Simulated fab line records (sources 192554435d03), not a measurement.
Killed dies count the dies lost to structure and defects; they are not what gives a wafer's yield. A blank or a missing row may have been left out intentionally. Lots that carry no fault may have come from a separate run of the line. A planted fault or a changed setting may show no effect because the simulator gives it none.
Chamber matching || flow n5Finfet || N5_FIN_SAQP_SPACER1_ALD_24 on aldSin-01 has 4 sister chambers
The step deposits SiO2, target thk 20.3 nm, pulse time 1 s, purge time 2 s. 22 wafers are shown with their chamber, then 11 later ones without.

WAFERS, EACH WITH ITS CHAMBER
{"wafer": "L074.1", "chamber": 3, "heaterPowerW (W)": 445, "precursorPulseHeightRel": 1.006}
{"wafer": "L074.3", "chamber": 0, "heaterPowerW (W)": 428, "precursorPulseHeightRel": 0.959}
{"wafer": "L074.5", "chamber": 3, "heaterPowerW (W)": 459, "precursorPulseHeightRel": 0.969}
{"wafer": "L075.1", "chamber": 1, "heaterPowerW (W)": 441, "precursorPulseHeightRel": 1.019}
{"wafer": "L075.3", "chamber": 3, "heaterPowerW (W)": 461, "precursorPulseHeightRel": 1.013}
{"wafer": "L075.6", "chamber": 1, "heaterPowerW (W)": 425, "precursorPulseHeightRel": 0.955}
{"wafer": "L076.2", "chamber": 2, "heaterPowerW (W)": 469, "precursorPulseHeightRel": 0.993}
{"wafer": "L076.3", "chamber": 1, "heaterPowerW (W)": 443, "precursorPulseHeightRel": 0.990}
{"wafer": "L076.5", "chamber": 0, "heaterPowerW (W)": 430, "precursorPulseHeightRel": 1.000}
{"wafer": "L077.2", "chamber": 3, "heaterPowerW (W)": 458, "precursorPulseHeightRel": 0.996}
{"wafer": "L077.4", "chamber": 1, "heaterPowerW (W)": 446, "precursorPulseHeightRel": 0.961}
{"wafer": "L077.6", "chamber": 3, "heaterPowerW (W)": 452, "precursorPulseHeightRel": 1.021}
{"wafer": "L080.1", "chamber": 0, "heaterPowerW (W)": 424, "precursorPulseHeightRel": 1.006}
{"wafer": "L080.3", "chamber": 1, "heaterPowerW (W)": 438, "precursorPulseHeightRel": 0.991}
{"wafer": "L080.4", "chamber": 1, "heaterPowerW (W)": 445, "precursorPulseHeightRel": 1.020}
{"wafer": "L082.1", "chamber": 1, "heaterPowerW (W)": 434, "precursorPulseHeightRel": 1.035}
{"wafer": "L082.4", "chamber": 0, "heaterPowerW (W)": 430, "precursorPulseHeightRel": 1.000}
{"wafer": "L082.6", "chamber": 2, "heaterPowerW (W)": 488, "precursorPulseHeightRel": 0.989}
{"wafer": "L085.2", "chamber": 1, "heaterPowerW (W)": 428, "precursorPulseHeightRel": 1.042}
{"wafer": "L085.4", "chamber": 3, "heaterPowerW (W)": 471, "precursorPulseHeightRel": 1.004}
{"wafer": "L085.6", "chamber": 0, "heaterPowerW (W)": 440, "precursorPulseHeightRel": 1.011}
{"wafer": "L090.1", "chamber": 1, "heaterPowerW (W)": 451, "precursorPulseHeightRel": 0.999}

SIGNATURES, as means of the wafers listed above
{"reading": "heaterPowerW", "chamber 0": 430.40, "chamber 1": 439.00, "chamber 2": 478.50, "chamber 3": 457.67, "scatter within a chamber": 8.48}
{"reading": "precursorPulseHeightRel", "chamber 0": 0.99520, "chamber 1": 1.00133, "chamber 2": 0.99100, "chamber 3": 1.00150, "scatter within a chamber": 0.0245}
Rule: for a wafer and a chamber, the distance is found by dividing, reading by reading, the gap between the wafer's reading and the chamber's mean by the reading's scatter, squaring, summing and taking the root. If the next closest chamber is less than 2 further off than the closest, the wafer can't be placed; otherwise it belongs to the closest. How the scatter is found: for the shown wafers, subtract from each reading the mean of its chamber, square and add these, divide the total by (wafers less chambers), then take the root.

WAFERS WHOSE CHAMBER IS MISSING
{"wafer": "L090.4", "heaterPowerW (W)": 487, "precursorPulseHeightRel": 0.989}
{"wafer": "L090.6", "heaterPowerW (W)": 468, "precursorPulseHeightRel": 1.016}
{"wafer": "L093.2", "heaterPowerW (W)": 456, "precursorPulseHeightRel": 1.006}
{"wafer": "L093.4", "heaterPowerW (W)": 437, "precursorPulseHeightRel": 0.999}
{"wafer": "L093.6", "heaterPowerW (W)": 445, "precursorPulseHeightRel": 1.022}
{"wafer": "L094.3", "heaterPowerW (W)": 462, "precursorPulseHeightRel": 1.011}
{"wafer": "L094.4", "heaterPowerW (W)": 434, "precursorPulseHeightRel": 0.968}
{"wafer": "L094.5", "heaterPowerW (W)": 442, "precursorPulseHeightRel": 1.036}
{"wafer": "L096.1", "heaterPowerW (W)": 463, "precursorPulseHeightRel": 1.010}
{"wafer": "L096.3", "heaterPowerW (W)": 429, "precursorPulseHeightRel": 0.982}
{"wafer": "L096.4", "heaterPowerW (W)": 440, "precursorPulseHeightRel": 0.987}

THE CHAMBER EACH PASSED THROUGH
{"wafer": "L090.4", "from the rows above": 2, "in truth": 2}
{"wafer": "L090.6", "from the rows above": "can't be placed: 3 or 2", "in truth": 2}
{"wafer": "L093.2", "from the rows above": "can't be placed: 3 or 1", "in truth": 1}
{"wafer": "L093.4", "from the rows above": "can't be placed: 1 or 0", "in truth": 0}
{"wafer": "L093.6", "from the rows above": "can't be placed: 1 or 3 or 0", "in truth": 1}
{"wafer": "L094.3", "from the rows above": "can't be placed: 3 or 2", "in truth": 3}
{"wafer": "L094.4", "from the rows above": "can't be placed: 0 or 1 or 3", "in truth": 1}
{"wafer": "L094.5", "from the rows above": "can't be placed: 1 or 0 or 3", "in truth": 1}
{"wafer": "L096.1", "from the rows above": "can't be placed: 3 or 2", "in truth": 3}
{"wafer": "L096.3", "from the rows above": "can't be placed: 0 or 1", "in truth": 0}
{"wafer": "L096.4", "from the rows above": "can't be placed: 1 or 0 or 3", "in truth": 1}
1 of 11 placed correctly. Not placeable from these rows: 10 (in 10, the candidates include the true chamber). Wrongly placed: 0.
